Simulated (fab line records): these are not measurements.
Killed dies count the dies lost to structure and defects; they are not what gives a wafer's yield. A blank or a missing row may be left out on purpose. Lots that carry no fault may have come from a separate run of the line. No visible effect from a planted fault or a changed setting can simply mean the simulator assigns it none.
fab line records    flow n5Finfet
record lots=24  wafers=72  lastDay=17
route steps=1938 shown BEOL_M4@1023
lots that met no fault: taken from a fault-free run of the same line
startH: the number of hours between the record's first day and the start of the first shown wafer of the lot    waitH: hours since the lot's step before    " unchanged from the row above    L1.1+2: a row that stands for several wafers    - no value, or no start was given    * or withheld: withheld    < > ~ a bound
route shown NAME@n: names a module that has steps shown in the file, with the first one's number in the route    usual: the fault-free wafers' mean and standard deviation    same: alike in all rows    chamber/n: place in a boat    sites: per-site readings    _std_site: standard deviation of those values    _edge_site: inner sites' mean taken away from outer sites' mean    radiusMm: for every site, how far away it sits from the centre of the wafer    mask NAME#n: copy n    behind: tool/chamber where the wafer was last shaped    hold: the reason the lot was held/the length of the hold in hours/how it ended    device: which transistor (n, p or np) failed to switch    end of line: tests run on the same wafers once the route is complete    for a step that has no rows: nothing shown but its recipe    killed: dies that structure and defects cost at the first sort, which is not the same as the wafer's yield    map: a wafer's dies, marking killed ones x, the rest . and places with no die _
set.NAME: the setting the step ran with; set.NAME@STEP: the setting that earlier step ran with    model.NAME: the simulator's own value behind a step, which no gauge read
route steps across a sampled set of lots; one table per step, one row per wafer
services: when a tool's chamber went out of use (startH, in hours from the record's first day, below 0 if earlier), for how many hours, and the reason
## steps
# step N5_BEOL_M4_PECVD_72
# recipe material=SiO2  targetThkA=160  tempC=400  precursor=TEOS/O2  pressureTorr=5.5  rfW=450  teosFlowSccm=53.8  gas=O2  flowSccm=3000  timeS=18
# usual heaterPowerW=669/59  showerheadPlenumPTorr=8.80/0.068  throttleValvePct=22.6/0.86
lot.wafer  tool      chamber  startH  waitH  heaterPowerW  showerheadPlenumPTorr  throttleValvePct
L074.1     pecvd-04  1        154.00  0.0    614           8.68                   24.2
L074.5     "         0        "       "      548           8.83                   22.9
L074.6     "         1        "       "      631           8.70                   24.1
L075.1     pecvd-04  1        168.34  0.0    626           8.69                   24.1
L075.2     "         0        "       "      614           8.80                   22.8
L075.4     "         1        "       "      632           8.69                   24.1
L076.4     pecvd-04  0        168.96  0.1    577           8.80                   22.9
L076.5     "         2        "       "      728           8.87                   22.5
L076.6     "         1        "       "      632           8.71                   24.2
L077.1     pecvd-01  0        170.20  0.0    722           8.73                   23.2
L077.2     "         2        "       "      797           8.90                   21.7
L077.6     "         0        "       "      727           8.74                   23.1
L078.1     pecvd-01  0        178.99  0.0    675           8.76                   23.3
L078.4     "         2        "       "      760           8.89                   22.1
L078.6     "         0        "       "      668           8.72                   23.1
L079.4     pecvd-04  1        185.55  0.1    571           8.72                   23.9
L079.5     "         2        "       "      701           8.88                   22.7
L079.6     "         0        "       "      542           8.81                   23.0
L080.1     pecvd-04  0        195.40  0.0    635           8.78                   22.8
L080.3     "         2        "       "      642           8.85                   22.6
L080.4     "         0        "       "      635           8.80                   23.0
L082.2     pecvd-03  0        200.06  0.0    700           8.89                   21.9
L082.3     "         2        "       "      652           8.75                   22.5
L082.6     "         0        "       "      699           8.92                   21.7
L081.2     pecvd-01  1        202.43  0.0    711           8.82                   22.0
L081.4     "         0        "       "      714           8.73                   23.4
L081.6     "         1        "       "      710           8.83                   22.1
L083.1     pecvd-01  0        205.57  0.0    625           8.78                   23.1
L083.2     "         1        "       "      617           8.82                   22.0
L083.6     "         0        "       "      616           8.75                   23.3
L084.1     pecvd-04  1        208.48  0.0    636           8.68                   24.2
L084.2     "         2        "       "      669           8.87                   22.4
L084.4     "         1        "       "      630           8.68                   24.1
L085.1     pecvd-04  0        219.59  0.0    575           8.83                   22.9
L085.2     "         1        "       "      678           8.70                   24.4
L085.4     "         0        "       "      581           8.80                   23.0
L086.1     pecvd-03  2        233.11  0.0    652           8.72                   22.3
L086.3     "         0        "       "      695           8.90                   21.5
L086.4     "         1        "       "      720           8.81                   22.2
L088.1     pecvd-03  0        234.93  0.0    661           8.91                   21.5
L088.2     "         1        "       "      754           8.81                   22.2
L088.3     "         2        "       "      679           8.74                   22.0
L087.3     pecvd-03  2        235.45  0.0    687           8.73                   22.3
L087.5     "         0        "       "      676           8.90                   21.5
L087.6     "         1        "       "      691           8.78                   22.2
L089.1     pecvd-03  1        251.23  0.0    756           8.78                   22.2
L089.4     "         2        "       "      596           8.72                   22.3
L089.6     "         0        "       "      616           8.92                   22.0
L090.1     pecvd-01  0        260.04  0.0    734           8.77                   23.6
L090.2     "         1        "       "      699           8.83                   22.1
L090.5     "         2        "       "      784           8.88                   20.9
L091.3     pecvd-03  2        261.21  0.0    699           8.75                   22.3
L091.4     "         1        "       "      743           8.79                   22.3
L091.6     "         0        "       "      699           8.91                   22.0
L093.1     pecvd-03  1        265.16  0.0    689           8.81                   22.3
L093.4     "         1        "       "      683           8.79                   22.2
L093.6     "         2        "       "      635           8.74                   22.3
L092.1     pecvd-01  1        265.27  0.0    663           8.83                   22.2
L092.3     "         2        "       "      660           8.88                   20.7
L092.6     "         1        "       "      666           8.80                   22.0
L094.1     pecvd-03  2        272.52  0.0    609           8.75                   22.4
L094.2     "         1        "       "      773           8.81                   22.5
L094.3     "         0        "       "      666           8.90                   21.7
L095.2     pecvd-04  1        276.20  0.0    656           8.67                   24.2
L095.3     "         0        "       "      509           8.81                   23.0
L095.6     "         2        "       "      603           8.87                   22.6
L097.3     pecvd-01  2        291.67  0.0    673           8.87                   20.6
L097.4     "         2        "       "      671           8.87                   20.8
L097.6     "         0        "       "      651           8.72                   23.6
L096.1     pecvd-04  2        293.79  0.0    668           8.86                   22.8
L096.3     "         0        "       "      580           8.81                   23.0
L096.5     "         1        "       "      687           8.71                   24.1
# step N5_BEOL_M4_CD_MEAS_18
# recipe pitchNm=36  targetCdNm=18
# usual cdNm=17.9/0.31
lot.wafer  tool      chamber  startH  waitH  cdNm
L074.1     cdSem-01  -        155.81  0.0    17.9
L074.5     "         -        "       "      18.0
L074.6     "         -        "       "      18.3
L075.1     cdSem-01  -        170.56  0.0    18.0
L075.2     "         -        "       "      18.3
L075.4     "         -        "       "      17.5
L076.4     cdSem-01  -        172.70  0.1    17.4
L076.5     "         -        "       "      17.6
L076.6     "         -        "       "      17.8
L077.1     cdSem-03  -        173.10  0.0    18.0
L077.2     "         -        "       "      17.9
L077.6     "         -        "       "      18.4
L078.1     cdSem-03  -        180.46  0.0    18.0
L078.4     "         -        "       "      18.0
L078.6     "         -        "       "      17.8
L079.4     cdSem-01  -        187.20  0.1    17.9
L079.5     "         -        "       "      17.6
L079.6     "         -        "       "      17.1
L080.1     cdSem-01  -        197.25  0.0    17.8
L080.3     "         -        "       "      18.1
L080.4     "         -        "       "      18.0
L082.2     cdSem-02  -        202.08  0.1    18.0
L082.3     "         -        "       "      17.8
L082.6     "         -        "       "      17.9
L081.2     cdSem-02  -        204.86  0.1    18.0
L081.4     "         -        "       "      17.8
L081.6     "         -        "       "      17.7
L083.1     cdSem-02  -        208.62  0.0    17.9
L083.2     "         -        "       "      17.7
L083.6     "         -        "       "      17.5
L084.1     cdSem-03  -        209.98  0.0    18.0
L084.2     "         -        "       "      17.4
L084.4     "         -        "       "      18.4
L085.1     cdSem-01  -        221.45  0.0    17.7
L085.2     "         -        "       "      17.4
L085.4     "         -        "       "      18.0
L086.1     cdSem-02  -        235.21  0.0    18.2
L086.3     "         -        "       "      18.1
L086.4     "         -        "       "      18.2
L088.1     cdSem-03  -        237.03  0.0    17.7
L088.2     "         -        "       "      18.0
L088.3     "         -        "       "      18.1
L087.3     cdSem-02  -        237.12  0.1    17.9
L087.5     "         -        "       "      18.0
L087.6     "         -        "       "      18.2
L089.1     cdSem-03  -        255.39  0.0    17.5
L089.4     "         -        "       "      17.9
L089.6     "         -        "       "      18.3
L090.1     cdSem-03  -        261.44  0.0    18.0
L090.2     "         -        "       "      17.9
L090.5     "         -        "       "      17.5
L091.3     cdSem-03  -        264.45  0.1    17.7
L091.4     "         -        "       "      17.4
L091.6     "         -        "       "      17.6
L093.1     cdSem-03  -        267.78  0.0    18.0
L093.4     "         -        "       "      18.2
L093.6     "         -        "       "      17.8
L092.1     cdSem-03  -        268.66  0.0    17.6
L092.3     "         -        "       "      18.5
L092.6     "         -        "       "      17.6
L094.1     cdSem-02  -        276.35  0.0    17.9
L094.2     "         -        "       "      17.8
L094.3     "         -        "       "      17.8
L095.2     cdSem-03  -        278.87  0.1    18.0
L095.3     "         -        "       "      18.1
L095.6     "         -        "       "      18.3
L097.3     cdSem-02  -        293.52  0.1    17.7
L097.4     "         -        "       "      17.8
L097.6     "         -        "       "      17.8
L096.1     cdSem-01  -        295.16  0.0    18.6
L096.3     "         -        "       "      18.3
L096.5     "         -        "       "      18.3
# step N5_BEOL_M4_ALD_98
# recipe material=SiO2  targetThkA=25  tempC=100  aldPrecursorFamily=BDEAS  aldCoReactant=O2-plasma  pulseTimeS=1  coReactantPulseTimeS=1  purgeTimeS=2  coReactantPurgeTimeS=2  aldCycles=17  pressureTorr=2
# usual heaterPowerW=77/7.4  precursorPulseHeightRel=1.000/0.018
# same pulseTimeS=1
lot.wafer  tool       chamber  startH  waitH  heaterPowerW  precursorPulseHeightRel
L074.1     aldSin-01  3        156.69  0.1    81            1.021
L074.5     "          2        "       "      88            0.972
L074.6     "          3        "       "      78            1.009
L075.1     aldSin-03  0        171.26  0.1    81            1.007
L075.2     "          2        "       "      73            1.003
L075.4     "          3        "       "      78            0.999
L076.4     aldSin-02  3        174.00  0.1    89            0.985
L076.5     "          3        "       "      88            0.977
L076.6     "          2        "       "      80            1.001
L077.1     aldSin-03  0        174.23  0.1    80            1.015
L077.2     "          1        "       "      71            1.006
L077.6     "          2        "       "      72            1.014
L078.1     aldSin-01  2        183.51  2.4    87            1.015
L078.4     "          3        "       "      83            0.987
L078.6     "          3        "       "      77            0.983
L079.4     aldSin-01  0        189.73  1.8    80            1.038
L079.5     "          2        "       "      86            0.990
L079.6     "          3        "       "      80            0.999
L080.1     aldSin-01  1        198.03  0.1    69            0.995
L080.3     "          0        "       "      84            1.006
L080.4     "          2        "       "      88            1.029
L082.2     aldSin-02  3        202.66  0.1    85            1.002
L082.3     "          0        "       "      82            1.001
L082.6     "          3        "       "      89            0.982
L081.2     aldSin-02  3        205.79  0.3    89            0.997
L081.4     "          1        "       "      59            1.028
L081.6     "          3        "       "      87            0.991
L083.1     aldSin-02  0        209.46  0.2    81            0.970
L083.2     "          2        "       "      78            0.980
L083.6     "          3        "       "      88            0.990
L084.1     aldSin-01  2        210.68  0.1    89            1.014
L084.2     "          0        "       "      79            0.996
L084.4     "          1        "       "      72            1.058
L085.1     aldSin-01  2        222.39  0.4    87            1.025
L085.2     "          0        "       "      83            1.014
L085.4     "          3        "       "      81            0.992
L086.1     aldSin-03  0        235.91  0.1    81            1.030
L086.3     "          1        "       "      70            0.964
L086.4     "          2        "       "      71            1.002
L088.1     aldSin-02  2        237.82  0.1    79            0.996
L088.2     "          1        "       "      60            0.972
L088.3     "          0        "       "      81            0.975
L087.3     aldSin-02  3        237.92  0.1    87            1.021
L087.5     "          1        "       "      60            0.970
L087.6     "          2        "       "      79            0.999
L089.1     aldSin-01  2        256.11  0.1    86            0.990
L089.4     "          0        "       "      81            0.986
L089.6     "          0        "       "      82            1.034
L090.1     aldSin-03  1        262.01  0.1    68            0.988
L090.2     "          3        "       "      77            0.995
L090.5     "          2        "       "      71            0.979
L091.3     aldSin-01  1        265.08  0.1    72            0.973
L091.4     "          0        "       "      82            0.998
L091.6     "          3        "       "      79            0.983
L093.1     aldSin-03  2        268.98  0.4    72            0.967
L093.4     "          1        "       "      69            1.014
L093.6     "          0        "       "      81            0.986
L092.1     aldSin-03  2        269.36  0.1    72            1.004
L092.3     "          0        "       "      81            0.979
L092.6     "          1        "       "      70            1.015
L094.1     aldSin-03  1        278.51  1.4    69            0.971
L094.2     "          3        "       "      75            1.005
L094.3     "          2        "       "      71            1.029
L095.2     aldSin-02  1        279.45  0.1    60            0.973
L095.3     "          0        "       "      81            1.015
L095.6     "          2        "       "      81            0.984
L097.3     aldSin-03  3        294.63  0.1    73            1.012
L097.4     "          0        "       "      80            1.017
L097.6     "          0        "       "      78            0.976
L096.1     aldSin-03  1        295.75  0.1    71            0.999
L096.3     "          3        "       "      76            1.041
L096.5     "          0        "       "      80            0.993
# step N5_BEOL_M4_SURFACE_TREAT_85
# recipe gas=Ar  timeS=*  ionEnergyEv=*  ionCurrentMaCm2=0.5  pressureMtorr=*  arFlowSccm=30
# usual throttleValvePct=*
lot.wafer  tool           chamber  startH  waitH  throttleValvePct
L074.1     pvdSputter-01  -        160.58  0.4    *
L074.5     "              -        "       "      *
L074.6     "              -        "       "      *
L075.1     pvdSputter-03  -        174.85  0.1    *
L075.2     "              -        "       "      *
L075.4     "              -        "       "      *
L076.4     pvdSputter-02  -        175.44  0.2    *
L076.5     "              -        "       "      *
L076.6     "              -        "       "      *
L077.1     pvdSputter-02  -        179.96  0.3    *
L077.2     "              -        "       "      *
L077.6     "              -        "       "      *
L078.1     pvdSputter-02  -        186.08  0.2    *
L078.4     "              -        "       "      *
L078.6     "              -        "       "      *
L079.4     pvdSputter-01  -        191.95  0.1    *
L079.5     "              -        "       "      *
L079.6     "              -        "       "      *
L080.1     pvdSputter-02  -        201.72  0.3    *
L080.3     "              -        "       "      *
L080.4     "              -        "       "      *
L082.2     pvdSputter-01  -        210.53  0.2    *
L082.3     "              -        "       "      *
L082.6     "              -        "       "      *
L081.2     pvdSputter-03  -        210.56  0.2    *
L081.4     "              -        "       "      *
L081.6     "              -        "       "      *
L083.1     pvdSputter-03  -        213.05  0.1    *
L083.2     "              -        "       "      *
L083.6     "              -        "       "      *
L084.1     pvdSputter-02  -        215.91  0.1    *
L084.2     "              -        "       "      *
L084.4     "              -        "       "      *
L085.1     pvdSputter-01  -        231.43  0.2    *
L085.2     "              -        "       "      *
L085.4     "              -        "       "      *
L086.1     pvdSputter-02  -        237.53  0.4    *
L086.3     "              -        "       "      *
L086.4     "              -        "       "      *
L088.1     pvdSputter-01  -        240.21  0.1    *
L088.2     "              -        "       "      *
L088.3     "              -        "       "      *
L087.3     pvdSputter-01  -        241.01  0.4    *
L087.5     "              -        "       "      *
L087.6     "              -        "       "      *
L089.1     pvdSputter-03  -        260.13  0.2    *
L089.4     "              -        "       "      *
L089.6     "              -        "       "      *
L090.1     pvdSputter-01  -        263.85  0.4    *
L090.2     "              -        "       "      *
L090.5     "              -        "       "      *
L091.3     pvdSputter-03  -        268.69  0.2    *
L091.4     "              -        "       "      *
L091.6     "              -        "       "      *
L093.1     pvdSputter-02  -        270.20  0.2    *
L093.4     "              -        "       "      *
L093.6     "              -        "       "      *
L092.1     pvdSputter-01  -        272.81  0.2    *
L092.3     "              -        "       "      *
L092.6     "              -        "       "      *
L094.1     pvdSputter-02  -        284.94  0.4    *
L094.2     "              -        "       "      *
L094.3     "              -        "       "      *
L095.2     pvdSputter-02  -        288.08  0.1    *
L095.3     "              -        "       "      *
L095.6     "              -        "       "      *
L097.3     pvdSputter-02  -        299.99  0.2    *
L097.4     "              -        "       "      *
L097.6     "              -        "       "      *
L096.1     pvdSputter-03  -        300.14  0.2    *
L096.3     "              -        "       "      *
L096.5     "              -        "       "      *
# step N5_BEOL_M4_SPUTTER_79
# recipe material=Cu  targetThkA=45  tempC=-20  chamberPressurePa=0.07  powerW=withheld  timeS=8.29
# usual chuckGasFlowSccm=1.26/0.056  throttleValvePct=29.5/1
lot.wafer  tool           chamber  startH  waitH  chuckGasFlowSccm  throttleValvePct
L074.1     pvdSputter-02  -        161.37  0.1    1.21              29.7
L074.5     "              -        "       "      1.27              28.8
L074.6     "              -        "       "      1.21              29.4
L075.1     pvdSputter-01  -        175.30  0.1    1.32              29.4
L075.2     "              -        "       "      1.35              31.8
L075.4     "              -        "       "      1.18              29.1
L076.4     pvdSputter-03  -        177.30  0.1    1.19              29.4
L076.5     "              -        "       "      1.33              29.1
L076.6     "              -        "       "      1.27              30.7
L077.1     pvdSputter-02  -        180.48  0.1    1.30              29.7
L077.2     "              -        "       "      1.21              28.9
L077.6     "              -        "       "      1.28              29.6
L078.1     pvdSputter-03  -        186.81  0.1    1.23              29.1
L078.4     "              -        "       "      1.21              30.2
L078.6     "              -        "       "      1.24              29.3
L079.4     pvdSputter-02  -        192.56  0.1    1.24              29.0
L079.5     "              -        "       "      1.23              29.8
L079.6     "              -        "       "      1.22              29.9
L080.1     pvdSputter-01  -        202.21  0.1    1.26              29.4
L080.3     "              -        "       "      1.33              27.8
L080.4     "              -        "       "      1.25              28.8
L082.2     pvdSputter-03  -        210.97  0.1    1.30              29.3
L082.3     "              -        "       "      1.22              29.2
L082.6     "              -        "       "      1.24              29.1
L081.2     pvdSputter-01  -        211.00  0.1    1.14              29.0
L081.4     "              -        "       "      1.16              29.4
L081.6     "              -        "       "      1.17              29.4
L083.1     pvdSputter-01  -        213.58  0.1    1.22              28.9
L083.2     "              -        "       "      1.23              31.6
L083.6     "              -        "       "      1.25              27.8
L084.1     pvdSputter-02  -        216.37  0.1    1.31              28.8
L084.2     "              -        "       "      1.26              29.6
L084.4     "              -        "       "      1.28              29.4
L085.1     pvdSputter-02  -        231.91  0.1    1.27              29.7
L085.2     "              -        "       "      1.22              29.6
L085.4     "              -        "       "      1.26              29.4
L086.1     pvdSputter-01  -        238.55  0.1    1.33              27.9
L086.3     "              -        "       "      1.32              31.5
L086.4     "              -        "       "      1.17              28.8
L088.1     pvdSputter-03  -        240.67  0.1    1.27              30.2
L088.2     "              -        "       "      1.30              29.2
L088.3     "              -        "       "      1.32              29.4
L087.3     pvdSputter-01  -        241.47  0.1    1.26              29.2
L087.5     "              -        "       "      1.30              29.0
L087.6     "              -        "       "      1.16              28.0
L089.1     pvdSputter-01  -        260.58  0.1    1.30              29.3
L089.4     "              -        "       "      1.30              29.0
L089.6     "              -        "       "      1.17              29.4
L090.1     pvdSputter-01  -        266.33  0.1    1.27              31.8
L090.2     "              -        "       "      1.30              29.7
L090.5     "              -        "       "      1.22              29.4
L091.3     pvdSputter-01  -        269.35  0.1    1.21              28.2
L091.4     "              -        "       "      1.20              31.5
L091.6     "              -        "       "      1.31              28.9
L093.1     pvdSputter-01  -        271.19  0.1    1.23              29.4
L093.4     "              -        "       "      1.20              31.5
L093.6     "              -        "       "      1.20              28.6
L092.1     pvdSputter-01  -        273.41  0.1    1.35              28.1
L092.3     "              -        "       "      1.12              29.2
L092.6     "              -        "       "      1.11              28.9
L094.1     pvdSputter-02  -        285.44  0.1    1.27              29.6
L094.2     "              -        "       "      1.26              29.7
L094.3     "              -        "       "      1.21              29.1
L095.2     pvdSputter-01  -        288.54  0.1    1.35              31.7
L095.3     "              -        "       "      1.27              27.9
L095.6     "              -        "       "      1.31              31.6
L097.3     pvdSputter-03  -        300.44  0.1    1.24              29.3
L097.4     "              -        "       "      1.16              30.5
L097.6     "              -        "       "      1.29              29.1
L096.1     pvdSputter-02  -        300.65  0.1    1.16              30.0
L096.3     "              -        "       "      1.32              28.9
L096.5     "              -        "       "      1.21              29.7
# step N5_BEOL_M4_SPUTTER_90
# recipe material=Cu  targetThkA=45  tempC=-20  chamberPressurePa=0.07  powerW=withheld  timeS=8.29
# usual chuckGasFlowSccm=1.26/0.055  throttleValvePct=29.5/0.99
lot.wafer  tool           chamber  startH  waitH  chuckGasFlowSccm  throttleValvePct
L074.1     pvdSputter-02  -        162.25  0.1    1.23              29.6
L074.5     "              -        "       "      1.35              28.9
L074.6     "              -        "       "      1.20              29.7
L075.1     pvdSputter-01  -        176.18  0.1    1.27              29.2
L075.2     "              -        "       "      1.30              31.6
L075.4     "              -        "       "      1.20              28.8
L076.4     pvdSputter-03  -        178.18  0.1    1.33              29.4
L076.5     "              -        "       "      1.15              29.1
L076.6     "              -        "       "      1.28              30.4
L077.1     pvdSputter-02  -        181.36  0.1    1.26              30.0
L077.2     "              -        "       "      1.27              29.2
L077.6     "              -        "       "      1.17              29.4
L078.1     pvdSputter-03  -        187.69  0.1    1.23              28.9
L078.4     "              -        "       "      1.23              30.3
L078.6     "              -        "       "      1.30              29.0
L079.4     pvdSputter-02  -        193.44  0.1    1.23              29.3
L079.5     "              -        "       "      1.26              29.6
L079.6     "              -        "       "      1.16              29.9
L080.1     pvdSputter-01  -        203.09  0.1    1.26              29.4
L080.3     "              -        "       "      1.23              27.9
L080.4     "              -        "       "      1.30              28.8
L082.2     pvdSputter-03  -        211.85  0.1    1.41              29.5
L082.3     "              -        "       "      1.30              29.0
L082.6     "              -        "       "      1.30              29.4
L081.2     pvdSputter-01  -        211.88  0.1    1.25              28.6
L081.4     "              -        "       "      1.28              29.5
L081.6     "              -        "       "      1.19              29.2
L083.1     pvdSputter-01  -        214.46  0.1    1.19              29.0
L083.2     "              -        "       "      1.26              31.7
L083.6     "              -        "       "      1.31              27.9
L084.1     pvdSputter-02  -        217.25  0.1    1.31              28.9
L084.2     "              -        "       "      1.26              29.9
L084.4     "              -        "       "      1.20              29.6
L085.1     pvdSputter-02  -        232.79  0.1    1.28              29.9
L085.2     "              -        "       "      1.19              30.0
L085.4     "              -        "       "      1.16              29.3
L086.1     pvdSputter-01  -        239.43  0.1    1.25              28.0
L086.3     "              -        "       "      1.36              31.6
L086.4     "              -        "       "      1.26              28.8
L088.1     pvdSputter-03  -        241.55  0.1    1.30              30.3
L088.2     "              -        "       "      1.21              29.2
L088.3     "              -        "       "      1.23              29.5
L087.3     pvdSputter-01  -        242.35  0.1    1.23              29.7
L087.5     "              -        "       "      1.25              28.9
L087.6     "              -        "       "      1.30              27.8
L089.1     pvdSputter-01  -        261.46  0.1    1.15              29.2
L089.4     "              -        "       "      1.26              28.6
L089.6     "              -        "       "      1.27              29.2
L090.1     pvdSputter-01  -        267.21  0.1    1.24              31.5
L090.2     "              -        "       "      1.28              29.7
L090.5     "              -        "       "      1.19              29.5
L091.3     pvdSputter-01  -        270.23  0.1    1.17              28.2
L091.4     "              -        "       "      1.21              31.5
L091.6     "              -        "       "      1.21              28.7
L093.1     pvdSputter-01  -        272.07  0.1    1.24              29.6
L093.4     "              -        "       "      1.30              31.6
L093.6     "              -        "       "      1.25              29.0
L092.1     pvdSputter-01  -        274.29  0.1    1.17              28.3
L092.3     "              -        "       "      1.26              29.5
L092.6     "              -        "       "      1.22              28.5
L094.1     pvdSputter-02  -        286.32  0.1    1.19              29.8
L094.2     "              -        "       "      1.23              29.3
L094.3     "              -        "       "      1.34              29.2
L095.2     pvdSputter-01  -        289.42  0.1    1.32              31.7
L095.3     "              -        "       "      1.27              27.9
L095.6     "              -        "       "      1.36              31.3
L097.3     pvdSputter-03  -        301.32  0.1    1.34              29.1
L097.4     "              -        "       "      1.21              30.4
L097.6     "              -        "       "      1.22              29.2
L096.1     pvdSputter-02  -        301.53  0.1    1.33              29.5
L096.3     "              -        "       "      1.23              29.0
L096.5     "              -        "       "      1.26              29.6
## services
tool       chamber  startH  hours  kind
pecvd-03   -        158.28  0.6    repair
aldSin-03  3        172.68  20.5   repair
aldSin-03  -        178.11  14.0   pm
aldSin-03  0        178.11  14.0   ventCycle
aldSin-03  1        178.11  14.0   ventCycle
aldSin-03  2        178.11  14.0   ventCycle
aldSin-02  -        182.71  14.6   pm
pecvd-01   -        187.97  2.8    pm
pecvd-03   1        189.22  5.5    scheduledDown
aldSin-03  0        192.11  -      clean
aldSin-03  1        192.11  -      clean
aldSin-03  2        192.11  -      clean
pecvd-04   2        218.76  5.5    scheduledDown
aldSin-03  -        254.01  0.5    repair
aldSin-01  -        261.74  0.3    repair
aldSin-01  -        268.25  14.0   pm
aldSin-01  0        268.25  14.0   ventCycle
aldSin-01  1        268.25  14.0   ventCycle
aldSin-01  2        268.25  14.0   ventCycle
aldSin-01  3        268.25  14.0   ventCycle
aldSin-03  -        280.74  1.5    repair
aldSin-01  0        282.25  -      clean
aldSin-01  1        282.25  -      clean
pecvd-04   1        284.82  5.5    scheduledDown
## key
fault none
